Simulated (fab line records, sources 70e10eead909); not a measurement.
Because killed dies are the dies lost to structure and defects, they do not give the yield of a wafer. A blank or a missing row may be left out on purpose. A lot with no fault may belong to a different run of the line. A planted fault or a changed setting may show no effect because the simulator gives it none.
fab line records ; flow nand_harc
[record] lots = 6; wafers = 18; last_day = 33
route steps=1302 shown A_CONTACT@1100 A_BLC@1107 END@1302
lots that met no fault: taken from a fault-free run of the same line
start_h: the number of hours between the record's first day and the start of the first shown wafer of the lot ; wait_h: time in hours since the lot's previous step ; " identical to the entry in the row above ; L1.1+2: a single row standing in for several wafers ; - no value, or no start given ; * or withheld: withheld ; < > ~ a bound
route shown NAME@n: NAME is a module with steps in the file, n the number in the route of the first one ; usual: mean/standard deviation of fault-free wafers ; same: alike in all rows ; chamber/n: place in a boat ; sites: per-site readings ; _std_site: standard deviation across them ; _edge_site: outer sites' mean less inner sites' ; radius_mm: how far each site lies from the wafer's centre ; mask NAME#n: copy n ; behind: the most recent tool/chamber to have shaped the wafer ; hold: the reason the lot was held/the length of the hold in hours/how it ended ; device: names the non-switching transistor (n, p or np) ; end of line: at the end of the route, the tests of the same wafers ; a step without rows: its recipe alone ; killed: dies that structure and defects cost at the first sort, which is not the same as the wafer's yield ; map: a wafer's dies, marking killed ones x, the rest . and places with no die _
set.NAME: the setting as run; set.NAME@STEP: as run at that earlier step ; model.NAME: the simulator's own value behind a step, which no gauge read
certain route steps with their lots: each step a table, each wafer a row
services: a tool's chamber out of use, with start hour (start_h, from the record's first day; less than 0 if before it), hours out, and reason
[[steps]]
[step NHARC_A_CONTACT_STRIP_27]
[recipe] time_s = 600; temp_c = 30; chemistry = post_etch_residue_remover
[step NHARC_A_CONTACT_ALD_18]
[recipe] target_thk_a = 30; pulse_time_s = 1; ald_cycles = 150; temp_c = 450; material = TiN
[usual] heater_power_w = 1079/94; precursor_pulse_height_rel = 1.000/0.021
lot.wafer;tool;chamber;start_h;wait_h;heater_power_w;precursor_pulse_height_rel
L767.1;ald_metal-01;0;540.70;-;997;0.996
L767.5;ald_metal-01;3;540.70;-;991;1.002
L767.6;ald_metal-01;0;540.70;-;1002;1.039
L782.3;ald_metal-01;0;674.40;-;1017;0.996
L782.6;ald_metal-01;0;674.40;-;1019;1.026
L782.4;ald_metal-01;3;674.40;-;986;1.021
L783.3;ald_metal-04;2;702.81;-;1013;0.993
L783.5;ald_metal-04;1;702.81;-;1219;1.007
L783.6;ald_metal-04;2;702.81;-;1013;1.007
L784.4;ald_metal-02;1;716.60;-;1232;1.009
L784.3;ald_metal-02;2;716.60;-;1030;1.030
L784.2;ald_metal-02;3;716.60;-;1064;0.991
L787.2;ald_metal-01;2;724.97;-;1235;1.008
L787.4;ald_metal-01;1;724.97;-;1068;0.981
L787.5;ald_metal-01;2;724.97;-;1253;1.012
L788.3;ald_metal-04;2;746.69;-;1032;0.971
L788.6;ald_metal-04;1;746.69;-;1181;0.994
L788.5;ald_metal-04;2;746.69;-;1033;0.990
[step NHARC_A_CONTACT_CVD_19]
[recipe] target_thk_a = 3000; temp_c = 300; pressure_torr = 40; wf6_flow_sccm = 40; h2_flow_sccm = 1600; ar_flow_sccm = 1560; time_s = 802; material = W
[usual] heater_power_w = 461/41; mfc_ar_sccm = 1559/5; throttle_valve_pct = 7.94/0.21
lot.wafer;tool;chamber;start_h;wait_h;heater_power_w;mfc_ar_sccm;throttle_valve_pct
L767.1;cvd_w-02;1;-;-;477;1559;7.71
L767.6;cvd_w-02;0;-;-;510;1554;8.06
L767.5;cvd_w-02;1;-;-;460;1547;8.26
L782.3;cvd_w-02;1;-;-;463;1565;7.56
L782.4;cvd_w-02;0;-;-;513;1562;8.09
L782.6;cvd_w-02;0;-;-;518;1561;8.14
L783.3;cvd_w-02;0;-;-;519;1556;8.24
L783.5;cvd_w-02;1;-;-;451;1552;7.74
L783.6;cvd_w-02;0;-;-;511;1558;8.34
L784.2;cvd_w-01;0;-;-;482;1560;8.22
L784.4;cvd_w-01;0;-;-;491;1559;7.98
L784.3;cvd_w-01;1;-;-;408;1561;8.03
L787.2;cvd_w-01;1;-;-;416;1556;8.05
L787.4;cvd_w-01;0;-;-;482;1559;7.76
L787.5;cvd_w-01;0;-;-;479;1557;7.94
L788.3;cvd_w-01;0;-;-;464;1564;7.64
L788.6;cvd_w-01;1;-;-;409;1560;7.91
L788.5;cvd_w-01;0;-;-;461;1563;7.71
[step NHARC_A_CONTACT_CMP_20]
[recipe] t_overpolish_s = 30; target_thk_nm = 300
[usual] motor_current_A = 12.3/0.94; overpolish_run_s = 30.000/0.009; slurry_filter_dp_kPa = 13.51/0.14; time_to_endpoint_s = 59.2/2.5
lot.wafer;tool;chamber;start_h;wait_h;motor_current_A;overpolish_run_s;slurry_filter_dp_kPa;time_to_endpoint_s
L767.1;cmp-02;2;541.85;0.7;13.0;30.003;13.09;58.6
L767.5;cmp-02;3;541.85;0.7;12.0;29.976;13.13;61.7
L767.6;cmp-02;0;541.85;0.7;12.7;30.013;13.76;59.4
L782.3;cmp-02;0;675.53;0.5;11.4;29.989;13.36;59.1
L782.4;cmp-02;2;675.53;0.5;13.4;29.992;13.64;59.7
L782.6;cmp-02;1;675.53;0.5;12.0;29.992;13.61;60.2
L783.3;cmp-02;3;703.92;0.4;11.8;30.000;13.39;57.4
L783.6;cmp-02;1;703.92;0.4;11.7;29.994;13.51;61.2
L783.5;cmp-02;2;703.92;0.4;13.0;30.000;13.55;59.1
L784.4;cmp-02;0;717.66;0.5;11.8;30.001;13.59;57.0
L784.2;cmp-02;2;717.66;0.5;13.1;29.988;13.60;56.6
L784.3;cmp-02;3;717.66;0.5;11.9;29.982;13.61;57.1
L787.4;cmp-01;2;726.08;0.4;12.2;29.986;13.48;62.7
L787.2;cmp-01;3;726.08;0.4;12.0;30.003;13.46;59.4
L787.5;cmp-01;1;726.08;0.4;13.2;30.002;13.60;56.8
L788.3;cmp-03;3;747.80;0.4;10.8;29.999;13.57;62.7
L788.6;cmp-03;1;747.80;0.4;13.1;29.986;13.42;61.0
L788.5;cmp-03;2;747.80;0.4;10.5;30.012;13.57;59.5
[step NHARC_A_CONTACT_SRD_22]
[step NHARC_A_CONTACT_INSPECT_23]
[usual] raw_defect_count = 506/140
lot.wafer;tool;chamber;start_h;wait_h;raw_defect_count
L767.1;defect_inspect-02;-;542.18;0.1;438
L767.5;defect_inspect-02;-;542.18;0.1;515
L767.6;defect_inspect-02;-;542.18;0.1;461
L782.3;defect_inspect-02;-;675.93;0.1;490
L782.4;defect_inspect-02;-;675.93;0.1;617
L782.6;defect_inspect-02;-;675.93;0.1;448
L783.3;defect_inspect-01;-;704.27;0.1;374
L783.5;defect_inspect-01;-;704.27;0.1;528
L783.6;defect_inspect-01;-;704.27;0.1;356
L784.2;defect_inspect-01;-;718.07;0.1;1085
L784.3;defect_inspect-01;-;718.07;0.1;641
L784.4;defect_inspect-01;-;718.07;0.1;630
L787.2;defect_inspect-01;-;726.45;0.1;410
L787.4;defect_inspect-01;-;726.45;0.1;438
L787.5;defect_inspect-01;-;726.45;0.1;540
L788.3;defect_inspect-01;-;748.16;0.1;657
L788.5;defect_inspect-01;-;748.16;0.1;656
L788.6;defect_inspect-01;-;748.16;0.1;378
[step NHARC_A_BLC_DEHYDRATE_00]
[recipe] temp_c = 150; time_s = 120
[step NHARC_A_BLC_HMDS_01]
[recipe] time_s = 30
[step NHARC_A_BLC_COAT_02]
[recipe] temp_c = 260; time_s = 75
[step NHARC_A_BLC_COAT_03]
[recipe] temp_c = 225; time_s = 65
[step NHARC_A_BLC_COAT_04]
[recipe] spin_rpm = 1500; resist_thk_nm = 90
[step NHARC_A_BLC_SOFTBAKE_05]
[recipe] temp_c = 105; time_s = 55
[usual] heater_power_total_W = 188.45/0.14
lot.wafer;tool;chamber;start_h;wait_h;heater_power_total_W
L767.1;litho_track-01;0;542;-;188.29
L767.5;litho_track-01;0;542;-;188.36
L767.6;litho_track-01;0;542;-;188.29
L782.3;litho_track-04;0;675;-;188.36
L782.4;litho_track-04;0;675;-;188.71
L782.6;litho_track-04;0;676;-;188.44
L783.3;litho_track-04;0;704;-;175.39
L783.5;litho_track-04;0;704;-;175.24
L783.6;litho_track-04;0;704;-;175.56
L784.2;litho_track-04;0;718;-;175.35
L784.3;litho_track-04;0;718;-;175.65
L784.4;litho_track-04;0;718;-;175.26
L787.2;litho_track-06;0;726;-;188.36
L787.4;litho_track-06;0;726;-;188.34
L787.5;litho_track-06;0;726;-;188.27
L788.3;litho_track-06;0;748;-;188.74
L788.5;litho_track-06;0;748;-;188.39
L788.6;litho_track-06;0;748;-;188.40
[step NHARC_A_BLC_EBR_06]
[step NHARC_END_SORT_01]
[recipe] temp_c = 25
[usual] killed_at_array = 46/15; killed_at_other = 0.8/1.1; killed_at_periphery = 4.0/2.9; killed_dies = 50/15; killed_open = 3.2/1.8; killed_short = 2.3/1.6
[same] gross_dies = 677
lot.wafer;tool;chamber;start_h;wait_h;killed_at_array;killed_at_other;killed_at_periphery;killed_dies;killed_open;killed_short
L767.1;prober-02;0;584.67;2.5;35;0;4;39;4;2
L767.5;prober-02;0;587.91;3.7;42;1;0;43;2;2
L767.6;prober-02;0;588.72;4.0;47;0;1;48;3;0
// killed by level:class
L767.1 A_CHANNEL_HOLE_D1:chamber_film_flake=15 A_SGD_CUT:chamber_film_flake=8 A_STAIRCASE:chamber_film_flake=3 A_CHANNEL_HOLE_D2:chamber_film_flake=2 A_CONTACT:chamber_film_flake=2 P_GATE:geometric_particle:open=1 P_CONTACT:geometric_particle:open=1 P_M1:geometric_particle:short=1
L767.5 A_CHANNEL_HOLE_D1:chamber_film_flake=18 A_CHANNEL_HOLE_D2:chamber_film_flake=8 A_SGD_CUT:chamber_film_flake=7 A_STAIRCASE:chamber_film_flake=3 A_CONTACT:chamber_film_flake=3 A_WL_FILL:geometric_particle:short=2 A_DECK1_JOINT:geometric_particle:open=1 STARTING-WAFER:geometric_particle:open=1
L767.6 A_CHANNEL_HOLE_D1:chamber_film_flake=27 A_CHANNEL_HOLE_D2:chamber_film_flake=9 A_STAIRCASE:chamber_film_flake=4 A_CONTACT:chamber_film_flake=3 P_CONTACT:geometric_particle:open=1 A_ONON_D1:geometric_particle:open=1 A_WL_FILL:geometric_particle:open=1 A_SGD_CUT:chamber_film_flake=1
[[services]]
tool;chamber;start_h;hours;kind
cmp-02;-;517.22;0.2;repair
ald_metal-01;-;526.17;10.0;pm
cmp-02;-;526.61;4.0;pm
litho_track-06;-;529.00;7.0;pm
ald_metal-04;-;529.29;0.6;repair
cmp-01;-;536.49;1.5;repair
cvd_w-01;-;547.51;13.0;pm
cmp-01;-;549.24;1.0;repair
litho_track-04;-;553.00;7.0;pm
cmp-03;-;564.53;2.1;repair
ald_metal-01;3;622.18;41.3;repair
cmp-02;-;624.73;4.0;pm
cvd_w-02;-;631.06;13.0;pm
cvd_w-02;-;651.29;0.5;repair
ald_metal-04;-;652.00;10.0;pm
ald_metal-01;1;664.35;25.6;repair
cvd_w-01;1;683.97;17.3;repair
litho_track-06;-;704.00;7.0;pm
ald_metal-01;-;704.17;10.0;pm
cmp-02;-;722.73;4.0;pm
ald_metal-01;-;725.57;0.4;repair
litho_track-04;-;728.00;7.0;pm
cvd_w-01;-;728.51;13.0;pm
ald_metal-01;-;731.00;0.2;repair
[[key]]
[first_sign] step = NHARC_A_BLC_SOFTBAKE_05; reading = heater_power_total_W; direction = down; sigmas = 93; usual = *; struck = *
effect none on later readings
met_at NHARC_A_BLC_SOFTBAKE_05
struck_wafers L783.3,L783.5,L783.6,L784.2,L784.3,L784.4
tester_left_out L783,L784
onset_between 675 704
[fault] kind = process_parameter_drift; tool = litho_track-04; chamber = -; onset_h = 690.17; steps = NHARC_A_BLC_SOFTBAKE_05; channel = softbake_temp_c; offset = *; shape = step; end_h = 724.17; acts_in = *; stated = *
// tester_left_out: of these lots the tester's yield and bins aren't shown, on N5 and GAA mostly nor the transistor test; their killed dies are dies lost to structure and defects alone, not to doping, threshold or leakage, so they don't give the yield
